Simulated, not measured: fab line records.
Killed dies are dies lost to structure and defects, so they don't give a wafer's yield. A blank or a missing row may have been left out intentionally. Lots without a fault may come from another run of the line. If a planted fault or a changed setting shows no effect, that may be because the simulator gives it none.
Which tool was responsible? :: flow n5Finfet :: 27 wafers from 9 lots sampled at 5 of the route's 1938 steps

== WHAT THE GAUGES SHOWED, per wafer ==
N5_BEOL_M4_RC_MEAS_101. Usual: DIBL_N 35.9 mV/V, standard deviation 1.4; DIBL_P 35.9 mV/V, standard deviation 1.7; IOFF_N 0.160 nA/um, standard deviation 0.026; IOFF_P 0.21 nA/um, standard deviation 0.036; ION_N 672 uA/um, standard deviation 11; ION_P 461 uA/um, standard deviation 8.1; SS_N 71.4 mV/dec, standard deviation 0.54; SS_P 73.2 mV/dec, standard deviation 0.67; VT_N 249.3 mV, standard deviation 2.7; VT_P -250 mV, standard deviation 3.9.
lot: L595
measured: day 7 17:38
on: prober-01
DIBL_N (mV/V): 35.5 34.1 34.8
DIBL_P (mV/V): 35.6 33.7 34.4
IOFF_N (nA/um): 0.172 0.148 0.159
IOFF_P (nA/um): 0.26 0.23 0.24
ION_N (uA/um): 685 678 681
ION_P (uA/um): 473 478 474
SS_N (mV/dec): 71.3 71.3 71.0
SS_P (mV/dec): 73.5 73.0 72.9
VT_N (mV): 250.0 248.9 248.9
VT_P (mV): -243 -246 -244
flag: 

lot: L597
measured: day 9 00:26
on: prober-01
DIBL_N (mV/V): 34.8 36.4 32.5
DIBL_P (mV/V): 34.6 37.3 32.9
IOFF_N (nA/um): 0.127 0.172 0.114
IOFF_P (nA/um): 0.20 0.26 0.19
ION_N (uA/um): 660 683 669
ION_P (uA/um): 460 474 470
SS_N (mV/dec): 71.4 71.5 70.7
SS_P (mV/dec): 71.7 73.3 72.3
VT_N (mV): 253.8 250.2 250.5
VT_P (mV): -248 -246 -247
flag: 

lot: L608
measured: day 11 10:28
on: prober-01
DIBL_N (mV/V): 37.2 33.9 36.1
DIBL_P (mV/V): 37.7 32.7 35.5
IOFF_N (nA/um): 0.182 0.125 0.163
IOFF_P (nA/um): 0.26 0.18 0.21
ION_N (uA/um): 679 672 674
ION_P (uA/um): 476 458 461
SS_N (mV/dec): 71.4 71.0 71.4
SS_P (mV/dec): 73.8 72.8 73.1
VT_N (mV): 245.9 253.8 249.0
VT_P (mV): -247 -249 -250
flag: 

lot: L610
measured: day 11 15:05
on: prober-02
DIBL_N (mV/V): 34.8 34.5 34.4
DIBL_P (mV/V): 35.3 34.6 35.7
IOFF_N (nA/um): 0.136 0.142 0.152
IOFF_P (nA/um): 0.16 0.16 0.17
ION_N (uA/um): 656 669 681
ION_P (uA/um): 454 453 458
SS_N (mV/dec): 71.0 70.9 71.0
SS_P (mV/dec): 73.2 73.3 72.9
VT_N (mV): 249.6 250.4 247.1
VT_P (mV): -255 -254 -254
flag: 

lot: L612
measured: day 11 21:24
on: prober-02
DIBL_N (mV/V): 37.7 38.6 36.4
DIBL_P (mV/V): 38.0 38.5 36.7
IOFF_N (nA/um): 0.194 0.223 0.178
IOFF_P (nA/um): 0.29 0.30 0.26
ION_N (uA/um): 690 675 681
ION_P (uA/um): 478 467 474
SS_N (mV/dec): 71.5 71.7 71.2
SS_P (mV/dec): 73.4 74.1 72.9
VT_N (mV): 245.4 243.9 244.9
VT_P (mV): -244 -244 -244
flag: 

lot: L613
measured: day 12 12:24
on: prober-01
DIBL_N (mV/V): 37.8 34.7 37.3
DIBL_P (mV/V): 38.4 34.8 38.4
IOFF_N (nA/um): 0.207 0.137 0.178
IOFF_P (nA/um): 0.23 0.18 0.23
ION_N (uA/um): 679 658 672
ION_P (uA/um): 458 456 459
SS_N (mV/dec): 72.8 71.4 72.2
SS_P (mV/dec): 73.4 72.3 74.3
VT_N (mV): 246.9 250.4 245.6
VT_P (mV): -248 -252 -248
flag: 

lot: L614
measured: day 13 00:23
on: prober-01
DIBL_N (mV/V): 35.5 37.5 35.4
DIBL_P (mV/V): 35.9 38.4 35.7
IOFF_N (nA/um): 0.162 0.193 0.156
IOFF_P (nA/um): 0.25 0.28 0.24
ION_N (uA/um): 663 680 667
ION_P (uA/um): 465 472 462
SS_N (mV/dec): 72.1 72.4 71.2
SS_P (mV/dec): 72.7 74.2 72.8
VT_N (mV): 249.5 248.3 249.9
VT_P (mV): -243 -244 -248
flag: 

lot: L617
measured: day 13 21:41
on: prober-01
DIBL_N (mV/V): 36.2 35.4 34.2
DIBL_P (mV/V): 37.0 37.1 34.5
IOFF_N (nA/um): 0.186 0.171 0.136
IOFF_P (nA/um): 0.23 0.22 0.18
ION_N (uA/um): 670 690 660
ION_P (uA/um): 458 465 451
SS_N (mV/dec): 72.1 71.6 71.1
SS_P (mV/dec): 73.9 74.4 72.8
VT_N (mV): 245.1 248.0 251.7
VT_P (mV): -248 -250 -253
flag: 

lot: L618
measured: day 14 04:16
on: prober-02
DIBL_N (mV/V): 36.1 35.0 38.2
DIBL_P (mV/V): 36.2 35.4 39.4
IOFF_N (nA/um): 0.149 0.136 0.190
IOFF_P (nA/um): 0.18 0.17 0.24
ION_N (uA/um): 665 678 675
ION_P (uA/um): 456 459 462
SS_N (mV/dec): 71.0 70.9 71.5
SS_P (mV/dec): 72.9 73.7 74.2
VT_N (mV): 252.6 253.1 249.5
VT_P (mV): -253 -255 -248
flag: 

N5_BEOL_M11_THK_MEAS_01. Usual: M11_ILD_THK typically reads 268 nm, with standard deviation 3.6.
lot: L595
measured: day 10 05:05
on: filmMetro-01
M11_ILD_THK (nm): 265 264 270
flag: 

lot: L597
measured: day 11 04:02
on: filmMetro-02
M11_ILD_THK (nm): 268 262 270
flag: 

lot: L608
measured: day 13 15:57
on: filmMetro-01
M11_ILD_THK (nm): 266 467 270
flag: OFF

lot: L610
measured: day 13 19:20
on: filmMetro-01
M11_ILD_THK (nm): 268 269 274
flag: 

lot: L612
measured: day 14 00:50
on: filmMetro-02
M11_ILD_THK (nm): 269 267 270
flag: 

lot: L613
measured: day 14 19:10
on: filmMetro-01
M11_ILD_THK (nm): 271 264 271
flag: 

lot: L614
measured: day 15 13:33
on: filmMetro-02
M11_ILD_THK (nm): 268 265 268
flag: 

lot: L617
measured: day 16 13:10
on: filmMetro-01
M11_ILD_THK (nm): 265 269 270
flag: 

lot: L618
measured: day 16 17:44
on: filmMetro-02
M11_ILD_THK (nm): 262 272 270
flag: 

== WHICH TOOL RAN EACH LOT (tool, then ch and the chambers of the sampled wafers, then the start) ==
lot: L595
N5_BEOL_M10_SPUTTER_48: pvdSputter-03, day 10 03:18
N5_BEOL_M10_ANNEAL_51: rtpAnneal-02 ch 0, day 10 03:43
N5_BEOL_M11_ILD_DEP_00: pecvd-03 ch 0,2, day 10 04:30

lot: L597
N5_BEOL_M10_SPUTTER_48: pvdSputter-03, day 11 02:25
N5_BEOL_M10_ANNEAL_51: rtpAnneal-02 ch 0, day 11 02:41
N5_BEOL_M11_ILD_DEP_00: pecvd-03 ch 0,1,2, day 11 03:26

lot: L608
N5_BEOL_M10_SPUTTER_48: pvdSputter-02, day 13 14:02
N5_BEOL_M10_ANNEAL_51: rtpAnneal-01 ch 0, day 13 14:37
N5_BEOL_M11_ILD_DEP_00: pecvd-01 ch 1,2, day 13 15:22

lot: L610
N5_BEOL_M10_SPUTTER_48: pvdSputter-03, day 13 17:38
N5_BEOL_M10_ANNEAL_51: rtpAnneal-02 ch 0, day 13 18:01
N5_BEOL_M11_ILD_DEP_00: pecvd-02 ch 0,2, day 13 18:45

lot: L612
N5_BEOL_M10_SPUTTER_48: pvdSputter-02, day 13 22:58
N5_BEOL_M10_ANNEAL_51: rtpAnneal-01 ch 0, day 13 23:28
N5_BEOL_M11_ILD_DEP_00: pecvd-02 ch 0,1,2, day 14 00:16

lot: L613
N5_BEOL_M10_SPUTTER_48: pvdSputter-01, day 14 17:04
N5_BEOL_M10_ANNEAL_51: rtpAnneal-01 ch 0, day 14 17:44
N5_BEOL_M11_ILD_DEP_00: pecvd-02 ch 1,2, day 14 18:35

lot: L614
N5_BEOL_M10_SPUTTER_48: pvdSputter-02, day 15 03:18
N5_BEOL_M10_ANNEAL_51: rtpAnneal-01 ch 0, day 15 11:54
N5_BEOL_M11_ILD_DEP_00: pecvd-02 ch 0,1,2, day 15 12:58

lot: L617
N5_BEOL_M10_SPUTTER_48: pvdSputter-03, day 16 11:32
N5_BEOL_M10_ANNEAL_51: rtpAnneal-02 ch 0, day 16 11:46
N5_BEOL_M11_ILD_DEP_00: pecvd-01 ch 0,2, day 16 12:33

lot: L618
N5_BEOL_M10_SPUTTER_48: pvdSputter-03, day 16 15:53
N5_BEOL_M10_ANNEAL_51: rtpAnneal-02 ch 0, day 16 16:20
N5_BEOL_M11_ILD_DEP_00: pecvd-02 ch 0,1,2, day 16 17:09
- N5_BEOL_M10_SPUTTER_48: material Cu, target thk 12 nm, time 2 s.
- N5_BEOL_M10_ANNEAL_51: time 90 s.
- N5_BEOL_M11_ILD_DEP_00: deposits SiCOH lowk from DEMS/porogen, target thk 308.51 nm, time 58 s.

== AS READ BY THE TOOLS THEMSELVES (means over the sampled wafers that have a number; for cases with no such wafer, the mark the record gives instead) ==
N5_BEOL_M10_SPUTTER_48. Usual: throttleValvePct at 30.0 %, with a standard deviation of 1.5.
lot: L595
tool: pvdSputter-03
throttleValvePct (%): 28.3
flag: 

lot: L597
tool: pvdSputter-03
throttleValvePct (%): 29.3
flag: 

lot: L608
tool: pvdSputter-02
throttleValvePct (%): 29.7
flag: 

lot: L610
tool: pvdSputter-03
throttleValvePct (%): 30.6
flag: 

lot: L612
tool: pvdSputter-02
throttleValvePct (%): 30.8
flag: 

lot: L613
tool: pvdSputter-01
throttleValvePct (%): 30.1
flag: 

lot: L614
tool: pvdSputter-02
throttleValvePct (%): 30.1
flag: 

lot: L617
tool: pvdSputter-03
throttleValvePct (%): 30.0
flag: 

lot: L618
tool: pvdSputter-03
throttleValvePct (%): 30.4
flag: 

N5_BEOL_M10_ANNEAL_51. Usual: wafer_temp_C_max at 225.9, with a standard deviation of 0.37.
lot: L595
tool: rtpAnneal-02
wafer_temp_C_max: 225.6
flag: 

lot: L597
tool: rtpAnneal-02
wafer_temp_C_max: 225.7
flag: 

lot: L608
tool: rtpAnneal-01
wafer_temp_C_max: 226.1
flag: 

lot: L610
tool: rtpAnneal-02
wafer_temp_C_max: 225.6
flag: 

lot: L612
tool: rtpAnneal-01
wafer_temp_C_max: 226.4
flag: 

lot: L613
tool: rtpAnneal-01
wafer_temp_C_max: 226.0
flag: 

lot: L614
tool: rtpAnneal-01
wafer_temp_C_max: 226.4
flag: 

lot: L617
tool: rtpAnneal-02
wafer_temp_C_max: 225.5
flag: 

lot: L618
tool: rtpAnneal-02
wafer_temp_C_max: 225.7
flag: 

N5_BEOL_M11_ILD_DEP_00. Usual: heaterPowerW 328 W, standard deviation 64; runLengthS 100.9 s, standard deviation 0.64; showerheadPlenumPTorr 5.742 Torr, standard deviation 0.015; throttleValvePct 13.8 %, standard deviation 0.53.
lot: L595
tool: pecvd-03
heaterPowerW (W): 317
runLengthS (s): 100.7
showerheadPlenumPTorr (Torr): 5.747
throttleValvePct (%): 13.3
flag: 

lot: L597
tool: pecvd-03
heaterPowerW (W): 316
runLengthS (s): 100.5
showerheadPlenumPTorr (Torr): 5.747
throttleValvePct (%): 13.7
flag: 

lot: L608
tool: pecvd-01
heaterPowerW (W): 285
runLengthS (s): 114.2
showerheadPlenumPTorr (Torr): 5.730
throttleValvePct (%): 13.6
flag: OFF

lot: L610
tool: pecvd-02
heaterPowerW (W): 318
runLengthS (s): 100.6
showerheadPlenumPTorr (Torr): 5.744
throttleValvePct (%): 13.7
flag: 

lot: L612
tool: pecvd-02
heaterPowerW (W): 381
runLengthS (s): 100.6
showerheadPlenumPTorr (Torr): 5.749
throttleValvePct (%): 13.7
flag: 

lot: L613
tool: pecvd-02
heaterPowerW (W): 378
runLengthS (s): 100.9
showerheadPlenumPTorr (Torr): 5.742
throttleValvePct (%): 13.8
flag: 

lot: L614
tool: pecvd-02
heaterPowerW (W): 368
runLengthS (s): 101.2
showerheadPlenumPTorr (Torr): 5.746
throttleValvePct (%): 13.9
flag: 

lot: L617
tool: pecvd-01
heaterPowerW (W): 306
runLengthS (s): 101.8
showerheadPlenumPTorr (Torr): 5.737
throttleValvePct (%): 14.1
flag: 

lot: L618
tool: pecvd-02
heaterPowerW (W): 380
runLengthS (s): 100.8
showerheadPlenumPTorr (Torr): 5.743
throttleValvePct (%): 13.7
flag: 

== THE ANSWER, worked out from the rows above alone ==
Rule: a lot counts as off when the mean over its wafers that have a number is more than 3 standard deviations away from the usual mean. Also off: a lot with no number at a reading for which 4 or more lots have one. Where the step has rows for the other lots, those lots are counted as sound. First the gauges in route order, then the tools' own readings, where a lot's mean is used as printed above. At the first step where some lot is off, the reading lying furthest off is the one used; lots without a number count as furthest.
Off: L608, at N5_BEOL_M11_THK_MEAS_01 (M11_ILD_THK).
A tool fits if, at a process step before that reading, it ran every lot that is off, and no sound lot after the first of them. Not tried: the gauges at N5_BEOL_M11_THK_MEAS_01; whatever is off there is also off at N5_BEOL_M11_ILD_DEP_00, on other tools, and gauge error can't account for it. No candidate that was tried fits.

== WHAT THE SIMULATOR HAD PUT IN ==
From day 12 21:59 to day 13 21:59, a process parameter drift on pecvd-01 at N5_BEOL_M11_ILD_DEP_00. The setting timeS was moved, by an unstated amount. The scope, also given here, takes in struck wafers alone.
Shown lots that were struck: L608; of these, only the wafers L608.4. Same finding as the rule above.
